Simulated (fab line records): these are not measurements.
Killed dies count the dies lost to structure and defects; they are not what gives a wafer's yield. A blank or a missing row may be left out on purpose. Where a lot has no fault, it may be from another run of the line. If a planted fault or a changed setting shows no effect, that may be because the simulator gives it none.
A struck lot beside a sound one | flow nand-harc | 15 steps out of a route of 1159
Sound: wafers L351.3, L351.4, L351.5. Struck: wafers L353.4, L353.5. (L353.2 of the same lot was not struck and is left out.) The cause comes at the end.
Each step with rows lists, per side, the tool, then ch with its chambers, then its first start. Under that, the readings that differ: sound wafers | struck wafers | difference of the means | sigmas: that difference in standard deviations of wafers without a fault.
alike: a reading whose means differ by less than 2 such deviations, as well as words and numbers matching on both sides. not compared: withheld readings; readings where some wafer has no value; bounds like >300 that might hide an equal value; numbers whose values overlap and for which the record gives no deviation.
Wherever a step has rows on one side only, a row that says differs or no value, or a row with sigmas, the two part there. Numbers that have no deviation but don't overlap get no sigmas and don't part them. Lack of a reading on every wafer of one side parts them only where that side has two or more wafers.

NHARC_A_M1_INSPECT_11:
  sound on defect-inspect-01, day 18 17:14; struck on defect-inspect-02, day 18 23:07
  alike: raw-defect-count
NHARC_A_M1_DESCUM_14: chemistry O2, time 3 s.
  sound on rie-diel-05 ch 1,2,3, day 18 17:17; struck on rie-diel-05 ch 1,2, day 18 23:12
  alike: drypump-motor-current-A, mfc-ar-sccm, oes-product-au, rf-vpp-V, showerhead-plenum-p-Torr, throttle-valve-pct
  not compared: rf-hours-counter-h
then, 1 step without rows for these wafers: NHARC_A_M1_ETCH_35 (etches the open film in N2/H2, target depth 40 nm, overetch 12 nm, time 43.94 s).
NHARC_A_M1_ETCH_15: etches the open film in C4F8/Ar, target depth 182.5 nm, time 91.2 s.
  sound on rie-diel-05 ch 1,3; struck on rie-diel-05 ch 1,3
  alike: oes-product-au, rf-vpp-V
  not compared: rf-hours-counter-h
NHARC_A_M1_CD_MEAS_16:
  sound on cd-sem-03, day 18 17:39; struck on cd-sem-01, day 18 23:32
  alike: cd-nm
then, 3 steps without rows for these wafers: NHARC_A_M1_STRIP_18 (strips in N2/H2); NHARC_A_M1_ETCH_28 (etches the open film in CF4/N2, target depth 30 nm, time 72.99 s); NHARC_A_M1_STRIP_19 (strips in post etch residue remover, time 600 s).
NHARC_A_M1_DEGAS_29: time 60 s.
  sound on pvd-sputter-02, day 18 18:23; struck on pvd-sputter-01, day 19 00:18
  alike: heater-power-w
NHARC_A_M1_PRE_CLEAN_30: time 30 s.
  sound on pvd-sputter-02; struck on pvd-sputter-01
  alike: heater-power-w
then, 1 step without rows for these wafers: NHARC_A_M1_PVD_20 (deposits TaN, target thk 5 nm, time 8.06 s).
NHARC_A_M1_PVD_21: deposits Cu, target thk 30 nm, time 20.49 s.
  sound on pvd-sputter-02; struck on pvd-sputter-01
  alike: throttle-valve-pct
NHARC_A_M1_ECD_22: material Cu, target thk 400 nm.
  sound on ecd-cu-01 ch 0,1, day 18 18:50; struck on ecd-cu-01 ch 0,1, day 19 00:41
then, 1 step without rows for these wafers: NHARC_A_M1_ANNEAL_31 (time 90 s).
NHARC_A_M1_CMP_23: polishes, t overpolish 20 s, target thk 154.34 nm.
  sound on cmp-01 ch 0,1,3, day 18 19:31; struck on cmp-01 ch 0,1, day 19 01:29
  reading                | sound          | struck    | difference | sigmas
  time-to-endpoint-s (s) | 35.2 29.2 30.9 | 14.6 16.4 | -16.3      | -6
  alike: motor-current-A

WHERE THEY PART
Only at NHARC_A_M1_CMP_23, within this record.

WHY: what the simulator had put in
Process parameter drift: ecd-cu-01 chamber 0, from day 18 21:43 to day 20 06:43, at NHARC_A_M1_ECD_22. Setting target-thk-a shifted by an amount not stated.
